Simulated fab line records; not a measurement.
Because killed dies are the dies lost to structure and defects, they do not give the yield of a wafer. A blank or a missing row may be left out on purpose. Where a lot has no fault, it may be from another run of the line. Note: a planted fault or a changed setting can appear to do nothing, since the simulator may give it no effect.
fab line records	flow nand_harc
record lots=11	wafers=33	last_day=34
route steps=1302 shown P_ZERO_WELL@41 P_GATE@124 END@1302
lots with no fault: from the same line, run without faults
start_h: the number of hours between the record's first day and the start of the first shown wafer of the lot	wait_h: hours since the lot's step before	" same as the row above	L1.1+2: a row that stands for several wafers	- value missing, or start not given	* or withheld: withheld	< > ~ a bound
route shown NAME@n: names a module that has steps shown in the file, with the first one's number in the route	usual: mean and standard deviation over wafers with no fault	same: alike in all rows	chamber/n: place in a boat	sites: the reading at each site	_std_site: standard deviation of those values	_edge_site: outer sites' mean less inner sites'	radius_mm: how far each site lies from the wafer's centre	mask NAME#n: copy n	behind: the last tool/chamber to shape the wafer	hold: reason for holding the lot/hours on hold/outcome of the hold	device: transistor that didn't switch, given as n, p or np	end of line: tests of these same wafers at the route's end	a step without rows: its recipe alone	killed: dies that structure and defects cost at the first sort, which is not the same as the wafer's yield	map: a wafer's dies, marking killed ones x, the rest . and places with no die _
set.NAME: the setting that was run; set.NAME@STEP: the one run at that earlier step	model.NAME: the simulator's own value behind a step, which no gauge read
steps of the route over a sample of lots; a table a step, a row a wafer
services: a tool's chamber out of use, with start hour (start_h, from the record's first day; less than 0 if before it), hours out, and reason
## steps
# step NHARC_P_ZERO_WELL_EXPOSE_34
# recipe na=0.6	target_cd_nm=720	dose_mj=22.31	mask_id=P_PWELL
lot.wafer	tool	chamber	start_h	wait_h	mask
L502.4+5+6	krf_scanner-02	0	24.02	-	P_PWELL#0
L503.1+5+6	krf_scanner-04	0	33.96	-	P_PWELL#0
L505.1+4+6	krf_scanner-04	0	54.07	-	P_PWELL#0
L506.1+3+6	krf_scanner-02	0	63.93	-	P_PWELL#0
L508.2+3+6	krf_scanner-04	0	83.95	-	P_PWELL#0
L510.2+4+5	krf_scanner-02	0	104.08	-	P_PWELL#0
L512.2+5+6	krf_scanner-04	0	124.09	-	P_PWELL#0
L514.2+5+6	krf_scanner-02	0	144.13	-	P_PWELL#0
L515.1+5+6	krf_scanner-01	0	154.42	-	P_PWELL#0
L516.3+5+6	krf_scanner-02	0	163.96	-	P_NWELL#0
L525.1+2+3	krf_scanner-04	0	253.89	-	P_PWELL#0
# step NHARC_P_ZERO_WELL_CD_MEAS_37
# recipe target_cd_nm=720	landing_energy_ev=500
# usual cd_nm=718.8/1.5
lot.wafer	tool	chamber	start_h	wait_h	cd_nm
L502.4	cd_sem-02	0	24.17	-	717.2
L502.5	"	0	"	"	719.4
L502.6	"	0	"	"	719.3
L503.1	cd_sem-03	0	34.12	-	719.3
L503.5	"	0	"	"	719.4
L503.6	"	0	"	"	718.5
L505.1	cd_sem-03	0	54.23	-	720.7
L505.4	"	0	"	"	718.6
L505.6	"	0	"	"	717.2
L506.1	cd_sem-01	0	64.08	-	719.3
L506.3	"	0	"	"	718.4
L506.6	"	0	"	"	718.7
L508.2	cd_sem-03	0	84.10	-	717.3
L508.3	"	0	"	"	718.0
L508.6	"	0	"	"	718.6
L510.2	cd_sem-03	0	104.23	-	719.1
L510.4	"	0	"	"	720.0
L510.5	"	0	"	"	719.7
L512.2	cd_sem-01	0	124.25	-	719.5
L512.5	"	0	"	"	717.1
L512.6	"	0	"	"	719.8
L514.2	cd_sem-03	0	144.28	-	719.9
L514.5	"	0	"	"	718.7
L514.6	"	0	"	"	718.9
L515.1	cd_sem-02	0	154.57	-	715.2
L515.5	"	0	"	"	717.7
L515.6	"	0	"	"	717.1
L516.3	cd_sem-01	0	164.11	-	-
L516.5	"	0	"	"	-
L516.6	"	0	"	"	-
L525.1	cd_sem-03	0	254.05	-	717.9
L525.2	"	0	"	"	718.0
L525.3	"	0	"	"	719.4
# step NHARC_P_ZERO_WELL_DESCUM_54
# recipe time_s=3	o2_flow_sccm=200	ar_flow_sccm=0	bias_power_w=0	chemistry=O2
# usual drypump_motor_current_A=5.72/0.29	oes_product_au=1.001/0.01	rf_vpp_V=57.6/0.81	showerhead_plenum_p_Torr=1.88/0.067	throttle_valve_pct=11.312/0.0086
lot.wafer	tool	chamber	start_h	wait_h	drypump_motor_current_A	oes_product_au	rf_hours_counter_h	rf_vpp_V	showerhead_plenum_p_Torr	throttle_valve_pct
L502.4	rie_diel-10	0	25.84	-	5.83	1.002	28	58.0	1.92	11.310
L502.5	"	3	"	"	6.00	1.007	-	58.0	1.96	11.315
L502.6	"	0	"	"	5.82	1.005	-	57.7	1.92	11.318
L503.1	rie_diel-08	1	36.00	-	5.46	0.994	6	57.8	1.78	11.313
L503.6	"	2	"	"	5.83	0.996	-	57.9	1.85	11.313
L503.5	"	3	"	"	5.91	0.986	-	57.3	1.90	11.303
L505.4	rie_diel-01	1	56.02	-	6.10	1.008	5	58.4	1.91	11.317
L505.1	"	2	"	"	6.09	0.990	5	57.6	1.86	11.305
L505.6	"	1	"	"	6.08	1.002	-	57.0	1.91	11.331
L506.3	rie_diel-10	2	65.88	-	5.16	0.995	53	57.1	1.95	11.309
L506.1	"	3	"	"	5.99	1.004	48	59.4	1.95	11.303
L506.6	"	3	"	"	5.99	1.004	-	58.4	1.95	11.304
L508.3	rie_diel-10	3	85.89	-	5.99	0.997	2	56.8	1.95	11.316
L508.2	"	1	"	"	5.59	0.980	2	57.1	1.80	11.322
L508.6	"	1	"	"	5.59	0.988	-	58.0	1.80	11.329
L510.2	rie_diel-10	1	106.04	-	5.58	0.989	5	56.3	1.80	11.306
L510.4	"	2	"	"	5.17	1.003	5	60.0	1.95	11.301
L510.5	"	2	"	"	5.19	0.995	-	58.9	1.95	11.311
L512.2	rie_diel-08	1	125.95	-	5.52	0.998	37	56.2	1.77	11.303
L512.5	"	3	"	"	5.92	0.999	-	58.5	1.89	11.299
L512.6	"	0	"	"	5.75	0.999	-	57.1	1.81	11.301
L514.2	rie_diel-01	3	146.10	-	5.61	1.005	39	56.5	1.87	11.311
L514.6	"	1	"	"	6.08	1.019	-	57.3	1.91	11.320
L514.5	"	2	"	"	6.10	0.987	-	58.1	1.85	11.323
L515.1	rie_diel-10	2	156.41	-	5.19	0.993	25	56.8	1.95	11.310
L515.6	"	1	"	"	5.60	0.991	-	58.5	1.79	11.320
L515.5	"	2	"	"	5.16	0.996	-	57.0	1.95	11.305
L516.3	rie_diel-08	0	165.82	-	5.74	1.003	52	57.8	1.80	11.307
L516.6	"	1	"	"	5.48	1.004	-	56.4	1.77	11.312
L516.5	"	2	"	"	5.88	1.016	-	58.0	1.84	11.324
L525.1	rie_diel-10	2	256.49	-	5.17	1.021	0	58.2	1.94	11.299
L525.2	"	3	"	"	6.01	1.008	0	57.7	1.93	11.328
L525.3	"	1	"	"	5.61	0.988	0	57.5	1.78	11.311
# step NHARC_P_GATE_DESCUM_13
# recipe time_s=3	o2_flow_sccm=200	ar_flow_sccm=0	bias_power_w=0	chemistry=O2
# usual drypump_motor_current_A=5.7/0.48	oes_product_au=1.001/0.0081	rf_vpp_V=57.7/0.91	showerhead_plenum_p_Torr=1.89/0.084	throttle_valve_pct=11.311/0.01
lot.wafer	tool	chamber	start_h	wait_h	drypump_motor_current_A	oes_product_au	rf_hours_counter_h	rf_vpp_V	showerhead_plenum_p_Torr	throttle_valve_pct
L502.4	rie_diel-06	3	76.73	-	5.8	0.994	7	58.5	1.97	11.335
L502.5	"	2	"	"	5.8	1.006	-	56.4	1.80	11.311
L502.6	"	3	"	"	5.7	1.003	-	59.4	1.97	11.316
L503.1	rie_diel-07	0	93.97	-	6.5	1.008	10	57.9	2.00	11.303
L503.6	"	0	"	"	6.5	1.001	-	58.5	2.00	11.298
L503.5	"	1	"	"	5.3	1.014	-	57.3	1.80	11.286
L505.1	rie_diel-06	1	107.91	-	5.0	0.993	8	57.5	1.95	11.311
L505.4	"	3	"	"	5.8	1.004	8	57.7	1.97	11.333
L505.6	"	1	"	"	5.0	0.998	-	57.0	1.95	11.297
L506.3	rie_diel-11	1	122.14	-	5.6	0.994	2	55.3	1.92	11.297
L506.1	"	3	"	"	4.9	1.002	2	57.6	1.82	11.325
L506.6	"	0	"	"	5.9	0.995	-	58.4	1.81	11.311
L508.3	rie_diel-07	2	142.66	-	5.5	0.992	2	57.9	2.06	11.287
L508.2	"	0	"	"	6.5	1.008	2	57.5	1.99	11.315
L508.6	"	3	"	"	6.2	1.004	-	58.1	1.82	11.312
L510.4	rie_diel-07	1	160.64	-	5.3	1.013	3	57.8	1.80	11.329
L510.2	"	0	"	"	6.5	1.013	2	60.2	1.99	11.318
L510.5	"	1	"	"	5.2	0.995	-	58.4	1.80	11.308
L512.2	rie_diel-06	1	182.48	-	5.0	1.012	1	58.6	1.94	11.313
L512.6	"	1	"	"	5.0	1.002	-	57.8	1.94	11.313
L512.5	"	2	"	"	5.8	1.007	-	57.6	1.80	11.306
L514.2	rie_diel-11	1	203.90	-	5.6	0.977	6	56.4	1.92	11.315
L514.5	"	1	"	"	5.6	0.987	-	57.7	1.91	11.315
L514.6	"	2	"	"	6.3	1.004	-	57.6	1.85	11.295
L515.1	rie_diel-06	2	211.26	-	5.8	1.000	3	57.0	1.80	11.316
L515.6	"	1	"	"	5.0	1.016	-	58.9	1.94	11.308
L515.5	"	2	"	"	5.7	0.992	-	56.2	1.80	11.298
L525.2	rie_diel-11	1	307.52	-	5.6	0.988	1	58.1	1.91	11.307
L525.1	"	2	"	"	6.3	1.003	3	57.5	1.85	11.332
L525.3	"	0	"	"	5.9	1.001	3	57.4	1.81	11.318
# step NHARC_P_GATE_ETCH_104
# recipe target_depth_a=600	time_s=withheld	cf4_flow_sccm=100	chf3_flow_sccm=30	ar_flow_sccm=0	rf_w=500	bias_w=200	chemistry=CF4/CHF3
# usual drypump_motor_current_A=5.7/0.49	oes_product_au=0.942/0.022	rf_vpp_V=369.8/2.3	showerhead_plenum_p_Torr=1.55/0.064	throttle_valve_pct=16.802/0.009
lot.wafer	tool	chamber	start_h	wait_h	drypump_motor_current_A	oes_product_au	rf_vpp_V	showerhead_plenum_p_Torr	throttle_valve_pct
L502.4	rie_diel-06	0	90.95	0.1	6.1	0.919	369.5	1.56	16.806
L502.5	"	0	"	"	6.1	0.916	369.6	1.56	16.797
L502.6	"	1	"	"	5.0	0.927	371.1	1.60	16.810
L503.1	rie_diel-11	2	108.72	0.1	6.3	0.972	368.1	1.53	16.789
L503.6	"	1	"	"	5.6	0.943	372.0	1.58	16.817
L503.5	"	2	"	"	6.3	0.968	368.6	1.52	16.800
L505.1	rie_diel-06	2	122.18	0.1	5.8	0.930	366.3	1.48	16.796
L505.4	"	0	"	"	6.1	0.909	371.2	1.56	16.809
L505.6	"	3	"	"	5.8	0.914	371.6	1.61	16.789
L506.3	rie_diel-06	2	140.20	0.1	5.7	0.975	367.7	1.48	16.809
L506.1	"	1	"	"	5.0	0.975	372.7	1.60	16.814
L506.6	"	2	"	"	5.8	0.980	367.1	1.48	16.801
L508.3	rie_diel-07	0	158.78	0.1	6.5	0.929	373.5	1.64	16.795
L508.2	"	2	"	"	5.4	0.924	374.5	1.68	16.808
L508.6	"	3	"	"	6.2	0.917	368.2	1.50	16.803
L510.2	rie_diel-07	2	176.95	0.1	5.5	0.925	374.2	1.68	16.795
L510.4	"	3	"	"	6.2	0.927	367.4	1.50	16.799
L510.5	"	1	"	"	5.3	0.924	366.6	1.49	16.822
L512.2	rie_diel-06	0	202.99	0.1	6.1	0.936	371.0	1.56	16.806
L512.6	"	0	"	"	6.1	0.931	370.2	1.56	16.794
L512.5	"	1	"	"	5.0	0.932	371.6	1.60	16.810
L514.2	rie_diel-11	1	218.97	0.1	5.6	0.910	370.1	1.57	16.798
L514.6	"	3	"	"	4.9	0.912	367.2	1.50	16.807
L514.5	"	0	"	"	5.9	0.917	367.5	1.49	16.792
L515.1	rie_diel-11	0	228.54	0.1	5.9	0.952	366.6	1.49	16.806
L515.6	"	3	"	"	4.9	0.967	367.9	1.50	16.790
L515.5	"	0	"	"	5.9	0.952	367.9	1.49	16.795
L525.2	rie_diel-11	1	321.91	0.1	5.6	0.927	370.9	1.57	16.798
L525.3	"	3	"	"	4.9	0.930	367.9	1.50	16.790
L525.1	"	0	"	"	5.9	0.928	368.2	1.49	16.791
# step NHARC_END_SORT_01
# recipe temp_c=25
# usual killed_at_array=52/18	killed_at_other=0.6/0.83	killed_at_periphery=4.3/2.8	killed_dies=57/19	killed_open=3.4/2	killed_short=2.5/1.7
# same gross_dies=677
lot.wafer	tool	chamber	start_h	wait_h	killed_at_array	killed_at_other	killed_at_periphery	killed_dies	killed_open	killed_short
L516.3	prober-02	0	704.90	3.1	58	1	618	677	0	1
L516.5	prober-02	0	706.50	3.7	74	1	602	677	4	3
L516.6	prober-02	0	707.31	4.0	70	0	607	677	5	1
# killed by level:class
L516.3 P_ZERO_WELL:area_expose=615 A_CHANNEL_HOLE_D1:chamber_film_flake=36 A_CHANNEL_HOLE_D2:chamber_film_flake=9 A_CONTACT:chamber_film_flake=8 P_M2:chamber_film_flake=3 A_STAIRCASE:chamber_film_flake=2 A_SLIT:chamber_film_flake=2 A_ONON_D2:geometric_particle:short=1
L516.5 P_ZERO_WELL:area_expose=600 A_CHANNEL_HOLE_D1:chamber_film_flake=32 A_CHANNEL_HOLE_D2:chamber_film_flake=17 A_CONTACT:chamber_film_flake=7 A_SLIT:chamber_film_flake=5 A_STAIRCASE:chamber_film_flake=3 P_M2:chamber_film_flake=2 A_ZERO_WELL:chamber_film_flake=2
L516.6 P_ZERO_WELL:area_expose=605 A_CHANNEL_HOLE_D1:chamber_film_flake=37 A_CHANNEL_HOLE_D2:chamber_film_flake=13 A_CONTACT:chamber_film_flake=7 A_ONON_D1:geometric_particle:open=2 A_ZERO_WELL:chamber_film_flake=2 A_SLIT:chamber_film_flake=2 A_ONON_D2:geometric_particle:open=1
## services
tool	chamber	start_h	hours	kind
krf_scanner-04	-	10.00	4.0	pm
rie_diel-10	0	12.44	4.0	repair
rie_diel-07	1	21.42	15.9	repair
rie_diel-07	2	30.37	18.3	repair
rie_diel-06	1	39.04	3.1	repair
rie_diel-10	-	70.43	9.0	pm
krf_scanner-04	-	76.31	1.5	repair
rie_diel-11	-	78.50	9.0	pm
rie_diel-10	0	80.15	10.8	repair
rie_diel-10	3	87.92	6.3	repair
rie_diel-11	0	88.62	6.9	repair
rie_diel-06	2	126.81	11.8	repair
rie_diel-06	-	130.92	9.0	pm
rie_diel-06	3	182.03	4.5	repair
rie_diel-11	1	234.94	5.4	repair
rie_diel-10	-	247.43	9.0	pm
rie_diel-11	-	255.50	9.0	pm
rie_diel-06	3	271.23	15.6	repair
rie_diel-06	2	272.44	3.1	repair
rie_diel-11	1	275.85	8.7	repair
rie_diel-06	0	280.91	45.9	repair
rie_diel-10	0	288.44	21.7	repair
rie_diel-11	2	302.48	3.4	repair
rie_diel-06	-	307.92	9.0	pm
## key
first_sign step=NHARC_P_ZERO_WELL_EXPOSE_34	reading=mask	direction=changed
effect step=NHARC_P_ZERO_WELL_CD_MEAS_37	reading=cd_nm	direction=missing
effect step=NHARC_END_SORT_01	reading=killed_at_periphery	direction=up	sigmas=99+	usual=4.3	struck=609
more_kills_born_at NHARC_P_ZERO_WELL_EXPOSE_34@krf_scanner-02=1820
met_at NHARC_P_ZERO_WELL_EXPOSE_34
struck_lots L516
later_rows_left_out L516.3,L516.5,L516.6
tester_left_out L516
not_acting_at NHARC_P_ZERO_WELL_DESCUM_54,NHARC_P_GATE_DESCUM_13,NHARC_P_GATE_ETCH_104
onset_between 144.13 163.96
fault kind=wrong_mask	tool=any	chamber=-	onset_h=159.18	steps=NHARC_P_ZERO_WELL_EXPOSE_34	aux_copy=P_NWELL#0	scope=struck_lots_only
# tester_left_out: of these lots the tester's yield and bins aren't shown, on N5 and GAA mostly nor the transistor test; their killed dies are dies lost to structure and defects alone, not to doping, threshold or leakage, so they don't give the yield
# later_rows_left_out: the simulator's readings of these wafers behind a module that went badly wrong aren't trusted and aren't shown, but for the sort
